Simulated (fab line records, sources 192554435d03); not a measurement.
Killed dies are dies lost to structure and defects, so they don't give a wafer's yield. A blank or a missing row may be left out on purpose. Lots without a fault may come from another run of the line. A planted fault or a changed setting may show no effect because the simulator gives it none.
Which tool did it? | flow n5_finfet | 24 lots, 72 wafers sampled, at 6 steps of a route of 1938

WHAT THE GAUGES READ, wafer by wafer
N5_BEOL_M7_THK_MEAS_01.
lot  | measured     | on            | M7_ILD_THK (nm)
L074 | day 9 15:22  | film_metro-02 | 153.4 152.4 155.7
L076 | day 10 02:28 | film_metro-02 | 154.6 154.7 158.7
L077 | day 10 03:41 | film_metro-01 | 153.9 157.1 156.6
L079 | day 10 04:49 | film_metro-01 | 157.2 154.2 158.8
L075 | day 10 05:02 | film_metro-01 | 153.7 156.7 156.5
L078 | day 10 14:23 | film_metro-02 | 151.5 152.4 154.0
L080 | day 11 09:20 | film_metro-02 | 153.9 151.4 154.7
L081 | day 11 15:41 | film_metro-02 | 151.3 154.2 157.0
L082 | day 12 11:38 | film_metro-02 | 152.8 154.0 157.2
L085 | day 12 13:26 | film_metro-01 | 152.1 154.3 155.0
L084 | day 13 17:53 | film_metro-01 | 155.1 155.6 155.6
L086 | day 13 22:16 | film_metro-01 | 155.0 155.2 156.4
L089 | day 14 09:03 | film_metro-02 | 157.9 155.0 158.1
L083 | day 14 12:44 | film_metro-02 | 151.7 153.3 155.1
L087 | day 14 15:07 | film_metro-02 | 153.7 156.8 157.0
L088 | day 14 21:47 | film_metro-02 | 156.6 151.5 154.5
L090 | day 15 01:55 | film_metro-02 | 153.8 155.4 156.2
L093 | day 15 14:08 | film_metro-02 | 154.3 154.0 156.2
L092 | day 15 20:17 | film_metro-01 | 154.0 152.3 157.1
L094 | day 15 21:50 | film_metro-02 | 155.1 153.7 154.9
L091 | day 15 22:29 | film_metro-01 | 154.2 151.8 156.6
L097 | day 16 12:06 | film_metro-02 | 153.7 153.4 157.2
L095 | day 16 12:17 | film_metro-01 | 156.6 156.8 158.8
L096 | day 17 00:34 | film_metro-01 | 155.3 155.6 156.5

N5_BEOL_M7_THK_MEAS_53: measures by xrf.
lot  | measured     | on            | M7_THK (nm)
L074 | day 9 23:32  | film_metro-02 | 77.1 79.4 78.1
L076 | day 10 13:20 | film_metro-01 | 77.3 79.7 78.6
L077 | day 10 14:08 | film_metro-02 | 80.2 79.6 78.7
L079 | day 10 17:10 | film_metro-01 | 78.0 77.9 79.3
L075 | day 10 16:30 | film_metro-02 | 80.1 79.9 80.5
L078 | day 11 01:27 | film_metro-02 | 77.7 78.5 78.5
L080 | day 11 17:56 | film_metro-02 | 80.1 78.0 77.0
L081 | day 11 21:23 | film_metro-01 | 79.2 79.3 77.2
L082 | day 12 18:24 | film_metro-02 | 78.4 79.8 78.0
L085 | day 12 21:05 | film_metro-01 | 82.1 78.9 79.5
L084 | day 14 05:41 | film_metro-01 | 77.3 77.3 77.0
L086 | day 14 07:59 | film_metro-02 | 79.3 77.6 79.0
L089 | day 14 16:02 | film_metro-02 | 79.1 81.2 83.3
L083 | day 14 22:47 | film_metro-02 | 78.5 79.6 78.8
L087 | day 15 00:22 | film_metro-02 | 77.6 77.6 78.1
L088 | day 15 04:20 | film_metro-01 | 79.2 77.1 79.2
L090 | day 15 09:34 | film_metro-02 | 79.8 79.3 78.5
L093 | day 15 20:46 | film_metro-02 | 78.7 77.1 80.6
L092 | day 16 04:41 | film_metro-01 | 82.8 77.4 77.9
L094 | day 16 08:16 | film_metro-02 | 77.1 77.8 78.2
L091 | day 16 08:32 | film_metro-01 | 77.0 80.1 80.2
L097 | day 16 19:29 | film_metro-01 | 79.5 78.5 80.7
L095 | day 16 20:01 | film_metro-01 | 78.6 77.2 78.6
L096 | day 17 09:50 | film_metro-02 | 77.9 76.3 77.3

N5_BEOL_M8_THK_MEAS_01.
lot  | measured     | on            | M8_ILD_THK (nm)
L074 | day 10 00:22 | film_metro-02 | 153.0 154.6 155.7
L076 | day 10 14:08 | film_metro-01 | 154.2 153.2 155.1
L077 | day 10 14:56 | film_metro-01 | 152.2 154.3 154.0
L079 | day 10 17:56 | film_metro-01 | 153.2 153.7 156.5
L075 | day 10 17:19 | film_metro-02 | 154.2 152.2 156.0
L078 | day 11 02:58 | film_metro-02 | 152.0 154.3 155.3
L080 | day 11 18:43 | film_metro-01 | 156.5 156.2 159.7
L081 | day 11 22:11 | film_metro-02 | 156.7 159.1 159.3
L082 | day 12 19:10 | film_metro-01 | 157.1 156.2 157.2
L085 | day 12 21:52 | film_metro-02 | 153.7 155.1 159.1
L084 | day 14 06:28 | film_metro-01 | 156.2 158.4 157.7
L086 | day 14 08:46 | film_metro-02 | 151.4 154.6 157.2
L089 | day 14 16:48 | film_metro-01 | 154.6 153.5 158.5
L083 | day 15 00:02 | film_metro-02 | 157.3 157.5 160.4
L087 | day 15 01:08 | film_metro-01 | 153.4 155.1 154.6
L088 | day 15 05:06 | film_metro-01 | 153.6 154.8 158.0
L090 | day 15 10:21 | film_metro-02 | 155.7 157.3 156.5
L093 | day 15 22:07 | film_metro-01 | 156.5 156.8 158.5
L092 | day 16 05:28 | film_metro-02 | 150.8 151.5 152.6
L094 | day 16 09:07 | film_metro-02 | 153.3 151.9 152.0
L091 | day 16 09:35 | film_metro-01 | 151.9 152.9 155.7
L097 | day 16 20:44 | film_metro-01 | 152.7 155.4 157.0
L095 | day 16 21:08 | film_metro-01 | 158.5 158.6 158.1
L096 | day 17 10:44 | film_metro-02 | 154.0 157.2 156.8

N5_BEOL_M8_INSPECT_13: inspects for defects (brightfield).
lot  | measured     | on                | raw_defect_count
L074 | day 10 02:55 | defect_inspect-01 | 388 366 424
L076 | day 10 16:30 | defect_inspect-01 | 439 334 491
L077 | day 10 16:32 | defect_inspect-02 | 504 474 405
L079 | day 10 20:08 | defect_inspect-02 | 381 440 454
L075 | day 10 17:58 | defect_inspect-02 | 320 268 452
L078 | day 11 03:53 | defect_inspect-02 | 657 492 843
L080 | day 11 19:31 | defect_inspect-01 | 363 532 338
L081 | day 11 23:16 | defect_inspect-02 | 465 433 306
L082 | day 12 20:11 | defect_inspect-01 | 474 413 400
L085 | day 12 22:59 | defect_inspect-01 | 325 331 452
L084 | day 14 07:58 | defect_inspect-01 | 311 296 320
L086 | day 14 11:38 | defect_inspect-01 | 469 459 445
L089 | day 14 19:22 | defect_inspect-01 | 331 319 381
L083 | day 15 00:52 | defect_inspect-02 | 345 322 411
L087 | day 15 01:40 | defect_inspect-02 | 542 522 462
L088 | day 15 06:05 | defect_inspect-01 | 413 393 601
L090 | day 15 11:56 | defect_inspect-01 | 416 429 571
L093 | day 16 01:58 | defect_inspect-02 | 394 444 431
L092 | day 16 06:42 | defect_inspect-02 | 610 767 611
L094 | day 16 10:23 | defect_inspect-02 | 420 379 264
L091 | day 16 10:47 | defect_inspect-02 | 374 400 389
L097 | day 17 00:15 | defect_inspect-02 | 425 474 485
L095 | day 17 00:32 | defect_inspect-01 | 348 366 515
L096 | day 17 12:40 | defect_inspect-01 | 330 629 531

WHICH TOOL RAN EACH LOT (tool, then ch and the chambers of the sampled wafers, then the start)
lot  | N5_BEOL_M7_ETCH_66                 | N5_BEOL_M8_ILD_DEP_00
L074 | rie_diel-06 ch 0,1,2, day 9 18:52  | pecvd-01 ch 0,1, day 9 23:46
L076 | rie_diel-06 ch 0,2,3, day 10 08:56 | pecvd-02 ch 1,2, day 10 13:34
L077 | rie_diel-06 ch 0,1, day 10 09:20   | pecvd-01 ch 0,1, day 10 14:20
L079 | rie_diel-03 ch 0,1,3, day 10 12:40 | pecvd-03 ch 0,1, day 10 17:22
L075 | rie_diel-02 ch 0,2,3, day 10 12:49 | pecvd-02 ch 0,1, day 10 16:41
L078 | rie_diel-06 ch 0,1,3, day 10 22:32 | pecvd-02 ch 0,1, day 11 01:38
L080 | rie_diel-06 ch 0,1, day 11 15:01   | pecvd-01 ch 1,2, day 11 18:08
L081 | rie_diel-06 ch 0,1,2, day 11 18:58 | pecvd-03 ch 1,2, day 11 21:35
L082 | rie_diel-03 ch 1,2,3, day 12 13:58 | pecvd-03 ch 0,1, day 12 18:36
L085 | rie_diel-03 ch 2,3, day 12 17:52   | pecvd-03 ch 0,1,2, day 12 21:17
L084 | rie_diel-03 ch 0,3, day 14 00:26   | pecvd-03 ch 0,1, day 14 05:53
L086 | rie_diel-06 ch 1,2,3, day 14 03:34 | pecvd-02 ch 1,2, day 14 08:11
L089 | rie_diel-03 ch 0,1,2, day 14 12:44 | pecvd-01 ch 0,1, day 14 16:13
L083 | rie_diel-06 ch 0,1, day 14 18:12   | pecvd-03 ch 0,1, day 14 22:58
L087 | rie_diel-02 ch 1,3, day 14 21:26   | pecvd-03 ch 1,2, day 15 00:34
L088 | rie_diel-03 ch 1,2,3, day 15 00:04 | pecvd-02 ch 1,2, day 15 04:31
L090 | rie_diel-06 ch 1,2,3, day 15 07:10 | pecvd-01 ch 0,1, day 15 09:46
L093 | rie_diel-03 ch 0,1,2, day 15 17:37 | pecvd-03 ch 0,2, day 15 20:57
L092 | rie_diel-03 ch 0,1, day 16 01:00   | pecvd-02 ch 0,1,2, day 16 04:53
L094 | rie_diel-06 ch 0,2,3, day 16 05:12 | pecvd-02 ch 0,1,2, day 16 08:28
L091 | rie_diel-03 ch 0,1, day 16 05:25   | pecvd-01 ch 0,1,2, day 16 08:44
L097 | rie_diel-02 ch 0,1, day 16 15:24   | pecvd-02 ch 0,2, day 16 19:40
L095 | rie_diel-06 ch 0,2,3, day 16 15:42 | pecvd-03 ch 0,1,2, day 16 20:14
L096 | rie_diel-03 ch 0,2,3, day 17 06:21 | pecvd-01 ch 0,1,2, day 17 10:01
- N5_BEOL_M7_ETCH_66: etches SOC in N2/H2, target depth 80 nm, overetch 16 nm, time 120 s.
- N5_BEOL_M8_ILD_DEP_00: deposits SiCOH lowk from DEMS/porogen, target thk 179.75 nm, time 33.4 s.

WHAT THE TOOLS THEMSELVES READ (means of the sampled wafers that have a number; where no wafer has one, the mark that the record gives instead)
N5_BEOL_M7_ETCH_66.
lot  | tool        | drypump_motor_current_A (A) | oes_product_au (a.u.) | rf_vpp_V (V) | showerhead_plenum_p_Torr (Torr) | temp_c (C) | throttle_valve_pct (%)
L074 | rie_diel-06 | 5.8                         | 0.61                  | 523.2        | 2.51                            | 40.11      | 17.80
L076 | rie_diel-06 | 5.7                         | 0.60                  | 521.8        | 2.48                            | 39.96      | 17.75
L077 | rie_diel-06 | 5.3                         | 0.65                  | 524.2        | 2.53                            | 39.95      | 17.78
L079 | rie_diel-03 | 5.4                         | 0.62                  | 525.1        | 2.60                            | 40.03      | 17.73
L075 | rie_diel-02 | 5.8                         | 0.61                  | 523.0        | 2.52                            | 40.00      | 17.85
L078 | rie_diel-06 | 5.4                         | 0.59                  | 524.9        | 2.54                            | 40.04      | 17.97
L080 | rie_diel-06 | 5.5                         | 0.58                  | 524.3        | 2.57                            | 39.98      | 18.02
L081 | rie_diel-06 | 5.7                         | 0.59                  | 522.8        | 2.51                            | 40.05      | 17.82
L082 | rie_diel-03 | 5.6                         | 0.63                  | 527.5        | 2.67                            | 40.02      | 17.80
L085 | rie_diel-03 | 5.4                         | 0.70                  | 528.7        | 2.71                            | 39.94      | 17.67
L084 | rie_diel-03 | 5.2                         | 0.63                  | 525.6        | 2.62                            | 39.85      | 17.65
L086 | rie_diel-06 | 5.9                         | 0.53                  | 524.0        | 2.52                            | 40.04      | 18.01
L089 | rie_diel-03 | 5.3                         | 0.68                  | 525.3        | 2.59                            | 39.94      | 17.66
L083 | rie_diel-06 | 5.3                         | 0.62                  | 522.9        | 2.52                            | 39.93      | 17.83
L087 | rie_diel-02 | 6.1                         | 0.62                  | 523.3        | 2.54                            | 40.16      | 17.84
L088 | rie_diel-03 | 5.6                         | 0.68                  | 527.0        | 2.66                            | 40.04      | 17.68
L090 | rie_diel-06 | 5.8                         | 0.53                  | 522.7        | 2.51                            | 40.11      | 18.03
L093 | rie_diel-03 | 5.3                         | 0.67                  | 525.0        | 2.59                            | 39.97      | 17.67
L092 | rie_diel-03 | 5.2                         | 0.64                  | 523.6        | 2.51                            | 40.14      | 17.64
L094 | rie_diel-06 | 5.7                         | 0.57                  | 521.2        | 2.46                            | 40.09      | 17.82
L091 | rie_diel-03 | 5.6                         | 0.68                  | 523.8        | 2.55                            | 39.96      | 17.67
L097 | rie_diel-02 | 5.8                         | 0.63                  | 522.2        | 2.50                            | 39.93      | 17.69
L095 | rie_diel-06 | 5.7                         | 0.57                  | 521.6        | 2.46                            | 40.01      | 17.83
L096 | rie_diel-03 | 5.2                         | 0.63                  | 525.3        | 2.61                            | 40.07      | 17.69

N5_BEOL_M8_ILD_DEP_00.
lot  | tool     | heater_power_w (W) | showerhead_plenum_p_Torr (Torr) | throttle_valve_pct (%)
L074 | pecvd-01 | 370                | 5.759                           | 14.5
L076 | pecvd-02 | 349                | 5.757                           | 13.8
L077 | pecvd-01 | 339                | 5.758                           | 14.7
L079 | pecvd-03 | 261                | 5.716                           | 13.8
L075 | pecvd-02 | 272                | 5.731                           | 14.7
L078 | pecvd-02 | 290                | 5.734                           | 14.7
L080 | pecvd-01 | 329                | 5.754                           | 14.4
L081 | pecvd-03 | 278                | 5.724                           | 13.7
L082 | pecvd-03 | 266                | 5.718                           | 13.9
L085 | pecvd-03 | 287                | 5.717                           | 13.7
L084 | pecvd-03 | 309                | 5.717                           | 13.7
L086 | pecvd-02 | 309                | 5.760                           | 14.5
L089 | pecvd-01 | 368                | 5.763                           | 14.7
L083 | pecvd-03 | 280                | 5.707                           | 13.9
L087 | pecvd-03 | 287                | 5.725                           | 13.9
L088 | pecvd-02 | 295                | 5.752                           | 14.4
L090 | pecvd-01 | 334                | 5.753                           | 14.1
L093 | pecvd-03 | 267                | 5.714                           | 13.9
L092 | pecvd-02 | 297                | 5.750                           | 14.2
L094 | pecvd-02 | 333                | 5.736                           | 14.4
L091 | pecvd-01 | 307                | 5.755                           | 14.0
L097 | pecvd-02 | 337                | 5.740                           | 13.7
L095 | pecvd-03 | 257                | 5.720                           | 14.0
L096 | pecvd-01 | 342                | 5.745                           | 13.8

THE ANSWER, worked out from the rows above alone
Rule: what is usual is taken from the lots themselves. Put in order of their means at a reading, lots are off if they are a third of the lots or fewer, leave a main group of 4 or more, and stand apart from it by a gap of 3 or more times the standard deviation of the main group's means; of several such gaps the widest counts. A main group whose means are all the same, to the digits that the tables above print for the reading, isn't used. A lot without any number at a reading at which 4 lots or more have one is off too. The other lots that the step has rows for count as sound. The gauges are gone through in route order, then the tools' own readings, and for those a lot's mean is taken as printed above. The first step at which some lot is off is used, and at that step the reading that is off furthest; a lot without a number counts as furthest.
No lot is off at any reading shown: from this, nothing can be told.

WHAT THE SIMULATOR HAD PUT IN
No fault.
